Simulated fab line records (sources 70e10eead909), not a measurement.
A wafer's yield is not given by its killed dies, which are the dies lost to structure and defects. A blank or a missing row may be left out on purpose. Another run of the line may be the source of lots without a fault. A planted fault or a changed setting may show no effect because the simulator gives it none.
fab line records    flow nand-harc
record: lots: 12  wafers: 36  last-day: 34
route steps=1302 shown P_GATE@142 END@1302
lots untouched by any fault: they come from a run of this same line in which no faults occurred
start-h: hours from the record's first day to the start of the lot's first wafer shown    wait-h: hours elapsed since this lot's preceding step    " repeats the value in the row above    L1.1+2: a single row standing in for several wafers    - value missing, or start not given    * or withheld: withheld    < > ~ a bound
route shown NAME@n: names a module that has steps shown in the file, with the first one's number in the route    usual: mean and standard deviation over wafers with no fault    same: alike in all rows    chamber/n: place in a boat    sites: each site's reading    _std_site: the values' standard deviation    _edge_site: outer sites' mean less inner sites'    radius-mm: for every site, how far away it sits from the centre of the wafer    mask NAME#n: copy n    behind: the tool/chamber that last shaped the wafer    hold: why the lot went on hold/how many hours it stayed there/how the hold came to an end    device: whichever transistor did not switch (one of n, p or np)    end of line: the route-end tests of the same wafers    a step without rows: its recipe alone    killed: the dies lost at the first sort to structure and to defects; this is not the yield of the wafer    map: a wafer's dies, marking killed ones x, the rest . and places with no die _
set.NAME: the setting the step ran with; set.NAME@STEP: the setting that earlier step ran with    model.NAME: the simulator's own value behind a step, which no gauge read
the route's steps for a sample of lots (tables are steps, rows are wafers)
services: a tool's chamber out of use, with start hour (start-h, from the record's first day; less than 0 if before it), hours out, and reason
== steps ==
step: NHARC_P_GATE_OVL_MEAS_27
usual: overlay-x-nm: -0.1/0.7  overlay-y-nm: -0.1/0.65
lot.wafer  tool        chamber  start-h  wait-h  overlay-x-nm  overlay-y-nm
L437.1     overlay-01  -        129.25   -       -0.6          0.9
L437.3     "           -        "        "       -0.2          0.4
L437.4     "           -        "        "       -0.5          0.7
L438.2     overlay-01  -        140.86   -       1.0           -0.5
L438.3     "           -        "        "       0.8           0.0
L438.5     "           -        "        "       1.3           0.0
L439.3     overlay-02  -        155.16   -       -0.8          0.0
L439.4     "           -        "        "       -0.7          -0.1
L439.6     "           -        "        "       -0.8          0.1
L440.4     overlay-01  -        158.94   -       -1.5          0.3
L440.5     "           -        "        "       -1.7          0.2
L440.6     "           -        "        "       -1.5          0.1
L441.1     overlay-02  -        165.69   -       0.0           -0.6
L441.2     "           -        "        "       0.1           -0.7
L441.5     "           -        "        "       0.3           -0.2
L442.2     overlay-02  -        178.84   -       -1.4          0.1
L442.3     "           -        "        "       -0.8          0.9
L442.5     "           -        "        "       -1.2          0.7
L443.1     overlay-01  -        183.68   -       -0.3          -0.2
L443.3     "           -        "        "       0.2           0.0
L443.5     "           -        "        "       0.1           -0.3
L445.2     overlay-01  -        206.07   -       -0.5          -1.5
L445.3     "           -        "        "       -0.5          -1.4
L445.6     "           -        "        "       -0.5          -1.9
L446.1     overlay-02  -        216.18   -       0.7           -0.6
L446.5     "           -        "        "       0.4           -0.3
L446.6     "           -        "        "       0.2           -0.2
L455.1     overlay-01  -        305.05   -       0.1           0.0
L455.2     "           -        "        "       -0.4          0.0
L455.5     "           -        "        "       -0.4          -0.2
L456.1     overlay-01  -        318.40   -       -0.5          -0.7
L456.3     "           -        "        "       -0.4          -0.6
L456.5     "           -        "        "       -0.2          -0.6
L457.2     overlay-02  -        333.44   -       0.7           0.3
L457.3     "           -        "        "       -0.2          0.6
L457.6     "           -        "        "       0.5           -0.1
step: NHARC_P_GATE_ETCH_104
recipe: target-depth-a: 600  time-s: withheld  cf4-flow-sccm: 100  chf3-flow-sccm: 30  ar-flow-sccm: 0  rf-w: 500  bias-w: 200  chemistry: CF4/CHF3
usual: drypump-motor-current-A: 5.7/0.54  mfc-ar-sccm: 0.012/0.017  oes-product-au: 0.943/0.022  rf-vpp-V: 371.1/2.2  showerhead-plenum-p-Torr: 1.59/0.062  throttle-valve-pct: 16.803/0.0093
lot.wafer  tool         chamber  start-h  wait-h  drypump-motor-current-A  mfc-ar-sccm  oes-product-au  rf-vpp-V  showerhead-plenum-p-Torr  throttle-valve-pct
L437.3     rie-diel-11  2        129.44   0.1     5.8                      0            0.986           368.3     1.54                      16.783
L437.1     "            3        "        "       6.5                      0.037        0.962           372.3     1.61                      16.803
L437.4     "            0        "        "       5.2                      0            0.962           371.7     1.61                      16.796
L438.2     rie-diel-11  1        141.06   0.1     6.7                      0            0.930           371.8     1.57                      16.809
L438.3     "            3        "        "       6.5                      0.037        0.940           371.1     1.61                      16.800
L438.5     "            1        "        "       6.6                      0            0.946           369.5     1.57                      16.793
L439.4     rie-diel-08  2        155.35   0.1     5.5                      0            0.962           366.5     1.48                      16.815
L439.3     "            1        "        "       5.2                      0.039        0.982           375.0     1.67                      16.802
L439.6     "            2        "        "       5.5                      0            0.961           368.8     1.48                      16.797
L440.4     rie-diel-09  1        159.13   0.1     5.2                      0            0.969           374.7     1.68                      16.788
L440.6     "            2        "        "       4.8                      0            0.966           373.0     1.65                      16.812
L440.5     "            3        "        "       5.8                      0            0.968           372.2     1.64                      16.799
L441.1     rie-diel-11  3        165.87   0.1     6.5                      0.037        0.935           372.8     1.61                      16.807
L441.2     "            0        "        "       5.2                      0            0.932           371.7     1.61                      16.815
L441.5     "            2        "        "       5.8                      0            0.919           370.1     1.53                      16.799
L442.2     rie-diel-11  2        179.03   0.1     5.8                      0            0.929           368.8     1.53                      16.780
L442.3     "            0        "        "       5.2                      0            0.921           372.1     1.61                      16.798
L442.5     "            2        "        "       5.8                      0            0.925           368.2     1.54                      16.805
L443.1     rie-diel-11  0        183.87   0.1     5.2                      0            0.948           372.2     1.61                      16.794
L443.3     "            3        "        "       6.5                      0.037        0.977           371.6     1.61                      16.818
L443.5     "            0        "        "       5.2                      0            0.960           372.0     1.61                      16.807
L445.3     rie-diel-08  2        206.25   0.1     5.5                      0            0.972           367.2     1.48                      16.796
L445.2     "            3        "        "       5.4                      0.037        0.963           371.4     1.60                      16.789
L445.6     "            1        "        "       5.2                      0.039        0.981           372.5     1.67                      16.795
L446.1     rie-diel-11  2        216.37   0.1     5.8                      0            0.971           369.3     1.53                      16.806
L446.6     "            1        "        "       6.7                      0            0.981           371.2     1.57                      16.804
L446.5     "            2        "        "       5.8                      0            0.978           369.4     1.53                      16.787
L455.2     rie-diel-08  3        305.23   0.1     5.4                      0.037        0.923           373.6     1.60                      16.804
L455.1     "            0        "        "       6.0                      0.024        0.917           366.9     1.48                      16.790
L455.5     "            3        "        "       5.4                      0.037        0.921           370.1     1.60                      16.804
L456.1     rie-diel-09  3        318.59   0.1     5.8                      0            0.927           372.5     1.64                      16.797
L456.3     "            0        "        "       5.5                      0.000        0.931           371.3     1.61                      16.795
L456.5     "            3        "        "       5.9                      0            0.925           373.1     1.64                      16.795
L457.2     rie-diel-08  0        333.62   0.1     6.0                      0.024        0.915           368.9     1.48                      16.816
L457.3     "            2        "        "       5.5                      0            0.915           368.4     1.48                      16.790
L457.6     "            0        "        "       6.0                      0.024        0.923           368.0     1.48                      16.800
step: NHARC_P_GATE_EXPOSE_56
recipe: na: 0.6  target-cd-nm: 720  dose-mj: 14.81  mask-id: P_PSD
lot.wafer   tool            chamber  start-h  wait-h  mask
L437.1+3+4  krf-scanner-04  0        142.73   -       P_PSD#0
L438.2+3+5  krf-scanner-04  0        156.54   -       P_PSD#0
L439.3+4+6  krf-scanner-03  0        170.75   -       P_PSD#0
L440.4+5+6  krf-scanner-01  0        172.42   -       P_PSD#0
L441.1+2+5  krf-scanner-03  0        178.97   -       P_PSD#0
L442.2+3+5  krf-scanner-04  0        192.35   -       P_PSD#0
L443.1+3+5  krf-scanner-03  0        197.13   -       P_PSD#0
L445.2+3+6  krf-scanner-04  0        221.67   -       P_PSD#0
L446.1+5+6  krf-scanner-03  0        229.71   -       P_PSD_R1#0
L455.1+2+5  krf-scanner-01  0        318.58   -       P_PSD#0
L456.1+3+5  krf-scanner-03  0        331.95   -       P_PSD#0
L457.2+3+6  krf-scanner-01  0        347.03   -       P_PSD#0
step: NHARC_P_GATE_CD_MEAS_59
recipe: target-cd-nm: 720  landing-energy-ev: 500
usual: cd-nm: 719.2/1.1
lot.wafer  tool       chamber  start-h  wait-h  cd-nm
L437.1     cd-sem-02  0        142.88   -       721.5
L437.3     "          0        "        "       721.0
L437.4     "          0        "        "       720.1
L438.2     cd-sem-03  0        156.69   -       718.3
L438.3     "          0        "        "       719.6
L438.5     "          0        "        "       719.6
L439.3     cd-sem-03  0        170.90   -       719.0
L439.4     "          0        "        "       718.5
L439.6     "          0        "        "       719.2
L440.4     cd-sem-02  0        172.57   -       719.1
L440.5     "          0        "        "       720.2
L440.6     "          0        "        "       719.7
L441.1     cd-sem-01  0        179.13   -       717.6
L441.2     "          0        "        "       717.5
L441.5     "          0        "        "       718.3
L442.2     cd-sem-02  0        192.51   -       718.4
L442.3     "          0        "        "       719.1
L442.5     "          0        "        "       719.8
L443.1     cd-sem-01  0        197.29   -       719.5
L443.3     "          0        "        "       720.4
L443.5     "          0        "        "       722.1
L445.2     cd-sem-02  0        221.83   -       718.1
L445.3     "          0        "        "       719.1
L445.6     "          0        "        "       718.4
L446.1     cd-sem-01  0        229.87   -       679.2
L446.5     "          0        "        "       680.5
L446.6     "          0        "        "       680.9
L455.1     cd-sem-02  0        318.74   -       720.2
L455.2     "          0        "        "       718.6
L455.5     "          0        "        "       720.5
L456.1     cd-sem-02  0        332.10   -       719.3
L456.3     "          0        "        "       719.4
L456.5     "          0        "        "       718.3
L457.2     cd-sem-01  0        347.18   -       720.0
L457.3     "          0        "        "       719.4
L457.6     "          0        "        "       719.5
step: NHARC_P_GATE_STRIP_76
recipe: power-w: 1500  temp-c: 250  chemistry: O2
usual: drypump-motor-current-A: 5.53/0.27  heater-power-w: 325/30  temp-c: 250.03/0.18
lot.wafer  tool             chamber  start-h  wait-h  drypump-motor-current-A  heater-power-w  rf-hours-counter-h  temp-c
L437.1     plasma-asher-01  1        143.67   0.2     5.18                     298             33                  249.76
L437.3     "                1        "        "       5.16                     301             -                   249.95
L437.4     "                0        "        "       5.59                     340             -                   249.93
L438.2     plasma-asher-01  1        157.50   0.2     5.15                     296             36                  249.82
L438.3     "                1        "        "       5.19                     300             -                   250.04
L438.5     "                0        "        "       5.59                     339             -                   249.91
L439.3     plasma-asher-02  1        171.98   0.2     5.69                     364             -                   249.94
L439.4     "                0        "        "       5.86                     307             -                   250.24
L439.6     "                0        "        "       5.85                     300             -                   250.03
L440.4     plasma-asher-02  1        173.38   0.2     5.67                     369             -                   250.28
L440.6     "                1        "        "       5.69                     358             -                   249.83
L440.5     "                0        "        "       5.85                     299             -                   249.73
L441.1     plasma-asher-02  1        179.92   0.2     5.68                     363             21                  250.06
L441.2     "                0        "        "       5.77                     291             21                  250.50
L441.5     "                1        "        "       5.68                     358             -                   249.78
L442.2     plasma-asher-01  0        193.32   0.2     5.61                     346             4                   249.91
L442.3     "                1        "        "       5.18                     289             -                   250.24
L442.5     "                1        "        "       5.20                     291             -                   250.23
L443.1     plasma-asher-02  0        198.08   0.2     5.83                     303             25                  250.06
L443.3     "                0        "        "       5.86                     299             -                   250.00
L443.5     "                0        "        "       5.90                     307             -                   250.11
L445.2     plasma-asher-01  1        222.62   0.2     5.12                     286             11                  249.82
L445.3     "                1        "        "       5.13                     284             -                   250.18
L445.6     "                1        "        "       5.12                     284             -                   249.90
L446.1     plasma-asher-02  1        230.65   0.2     5.70                     360             29                  249.90
L446.6     "                1        "        "       5.70                     371             -                   250.05
L446.5     "                0        "        "       5.87                     294             -                   249.66
L455.2     plasma-asher-02  1        319.53   0.2     5.65                     357             12                  250.15
L455.1     "                0        "        "       5.87                     313             12                  250.18
L455.5     "                1        "        "       5.68                     358             -                   250.11
L456.1     plasma-asher-01  1        332.90   0.2     5.16                     285             36                  250.26
L456.3     "                0        "        "       5.64                     346             -                   250.07
L456.5     "                1        "        "       5.14                     288             -                   249.96
L457.2     plasma-asher-02  0        347.99   0.2     5.90                     315             17                  250.17
L457.3     "                0        "        "       5.83                     320             -                   249.90
L457.6     "                1        "        "       5.70                     361             -                   249.67
step: NHARC_END_SORT_01
recipe: temp-c: 25
usual: killed-at-array: 50/18  killed-at-other: 0.8/1.1  killed-at-periphery: 4.1/2.9  killed-dies: 55/18  killed-open: 3.5/1.9  killed-short: 2.4/1.5
same: gross-dies: 677
lot.wafer  tool       chamber  start-h  wait-h  killed-at-array  killed-at-other  killed-at-periphery  killed-dies  killed-open  killed-short
L438.2     prober-01  0        619.72   2.8     28               1                5                    34           4            4
L438.3     prober-01  0        620.51   3.1     22               0                10                   32           5            1
L438.5     prober-01  0        622.11   3.7     21               0                8                    29           5            2
L441.1     prober-01  0        647.23   2.5     83               1                4                    88           3            1
L441.2     prober-01  0        648.03   2.8     75               0                1                    76           3            4
L441.5     prober-01  0        650.44   3.7     70               2                3                    75           2            0
L443.1     prober-02  0        670.14   2.5     45               0                3                    48           4            0
L443.3     prober-02  0        671.77   3.1     54               2                8                    64           4            2
L443.5     prober-02  0        673.41   3.8     59               3                2                    64           1            6
killed by level:class
L438.2 A_CHANNEL_HOLE_D2:chamber-film-flake=9 A_CHANNEL_HOLE_D1:chamber-film-flake=6 P_GATE:chamber-film-flake=4 A_STAIRCASE:chamber-film-flake=3 A_ONON_D1:geometric-particle:short=1 A_DECK1_JOINT:geometric-particle:open=1 A_DECK1_JOINT:geometric-particle:short=1 A_ONON_D2:geometric-particle:short=1
L438.3 A_CHANNEL_HOLE_D2:chamber-film-flake=14 P_GATE:chamber-film-flake=5 P_M0:geometric-particle:open=2 P_BONDPAD:chamber-film-flake=2 A_CHANNEL_HOLE_D1:chamber-film-flake=2 P_M1:geometric-particle:open=1 A_SOURCE_PLATE:geometric-particle:open=1 A_ONON_D1:geometric-particle:open=1
L438.5 A_CHANNEL_HOLE_D2:chamber-film-flake=8 P_GATE:chamber-film-flake=4 A_CHANNEL_HOLE_D1:chamber-film-flake=3 A_STAIRCASE:chamber-film-flake=3 P_M0:geometric-particle:open=2 A_BLC:geometric-particle:open=2 P_M2:geometric-particle:open=1 A_SOURCE_PLATE:geometric-particle:short=1
L441.1 A_SLIT:chamber-film-flake=33 A_CHANNEL_HOLE_D2:chamber-film-flake=32 A_CONTACT:chamber-film-flake=5 A_CHANNEL_HOLE_D1:chamber-film-flake=4 A_WL_FILL:chamber-film-flake=3 P_CONTACT:chamber-film-flake=2 A_STAIRCASE:chamber-film-flake=2 P_M2:geometric-particle:open=1
L441.2 A_SLIT:chamber-film-flake=33 A_CHANNEL_HOLE_D2:chamber-film-flake=21 A_CONTACT:chamber-film-flake=7 A_STAIRCASE:chamber-film-flake=3 A_CHANNEL_HOLE_D1:chamber-film-flake=2 A_ONON_D2:geometric-particle:short=1 A_CHANNEL_FILL_D2:geometric-particle:open=1 A_CHANNEL_FILL_D2:geometric-particle:short=1
L441.5 A_CHANNEL_HOLE_D2:chamber-film-flake=30 A_SLIT:chamber-film-flake=26 A_CONTACT:chamber-film-flake=4 A_CHANNEL_HOLE_D1:chamber-film-flake=3 A_STAIRCASE:chamber-film-flake=3 A_WL_FILL:chamber-film-flake=3 THIN_TSV:chamber-film-flake=2 P_GATE:geometric-particle:open=1
L443.1 A_SLIT:chamber-film-flake=21 A_CHANNEL_HOLE_D2:chamber-film-flake=8 A_CHANNEL_HOLE_D1:chamber-film-flake=4 A_CONTACT:chamber-film-flake=4 P_M2:chamber-film-flake=2 A_STAIRCASE:chamber-film-flake=2 A_WL_FILL:chamber-film-flake=2 P_CONTACT:geometric-particle:open=1
L443.3 A_SLIT:chamber-film-flake=26 A_CHANNEL_HOLE_D2:chamber-film-flake=16 P_M2:chamber-film-flake=5 A_CHANNEL_HOLE_D1:chamber-film-flake=4 P_CONTACT:geometric-particle:open=2 A_WL_FILL:chamber-film-flake=2 A_CHANNEL_HOLE_D2:geometric-particle:open=1 A_BLC:geometric-particle:open=1
L443.5 A_SLIT:chamber-film-flake=28 A_CHANNEL_HOLE_D2:chamber-film-flake=15 A_CONTACT:chamber-film-flake=5 THIN_TSV:chamber-film-flake=3 A_DECK1_JOINT:geometric-particle:short=2 P_GATE:geometric-particle:open=1 A_ONON_D1:geometric-particle:short=1 A_CHANNEL_FILL_D2:geometric-particle:short=1
== services ==
tool             chamber  start-h  hours  kind
plasma-asher-02  -        124.15   6.6    repair
krf-scanner-01   -        140.00   4.0    pm
rie-diel-09      -        143.11   9.0    pm
rie-diel-08      0        146.46   8.0    repair
plasma-asher-01  -        165.11   9.0    pm
krf-scanner-01   -        178.31   1.1    repair
krf-scanner-04   -        182.00   4.0    pm
rie-diel-09      0        186.43   3.3    repair
rie-diel-11      3        189.06   3.3    repair
rie-diel-08      -        190.80   9.0    pm
krf-scanner-03   -        194.59   0.2    repair
krf-scanner-03   -        224.00   4.0    pm
rie-diel-09      1        236.67   3.8    repair
plasma-asher-02  -        249.01   9.0    pm
rie-diel-09      0        255.07   1.9    repair
rie-diel-11      -        255.50   9.0    pm
rie-diel-08      -        261.46   0.5    repair
krf-scanner-04   -        264.20   18.7   repair
rie-diel-11      3        266.48   2.5    repair
plasma-asher-02  -        280.38   1.2    repair
rie-diel-11      0        295.06   4.9    repair
krf-scanner-01   -        312.00   4.0    pm
rie-diel-11      -        331.32   0.4    repair
plasma-asher-01  -        342.11   9.0    pm
== key ==
first-sign: step: NHARC_P_GATE_EXPOSE_56  reading: mask  direction: changed
effect: step: NHARC_P_GATE_CD_MEAS_59  reading: cd-nm  direction: down  sigmas: 34  usual: 719.2  struck: 680.2
met-at NHARC_P_GATE_EXPOSE_56
struck-lots L446
tester-left-out L446
not-acting-at NHARC_P_GATE_OVL_MEAS_27,NHARC_P_GATE_ETCH_104,NHARC_P_GATE_STRIP_76
onset-between 197.13 229.71
fault: kind: wrong-mask  tool: any  chamber: -  onset-h: 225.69  steps: NHARC_P_GATE_EXPOSE_56  aux-copy: P_PSD_R1#0  cd-offset-nm: -38.886  scope: struck-lots-only
tester-left-out: of these lots the tester's yield and bins aren't shown, on N5 and GAA mostly nor the transistor test; their killed dies are dies lost to structure and defects alone, not to doping, threshold or leakage, so they don't give the yield
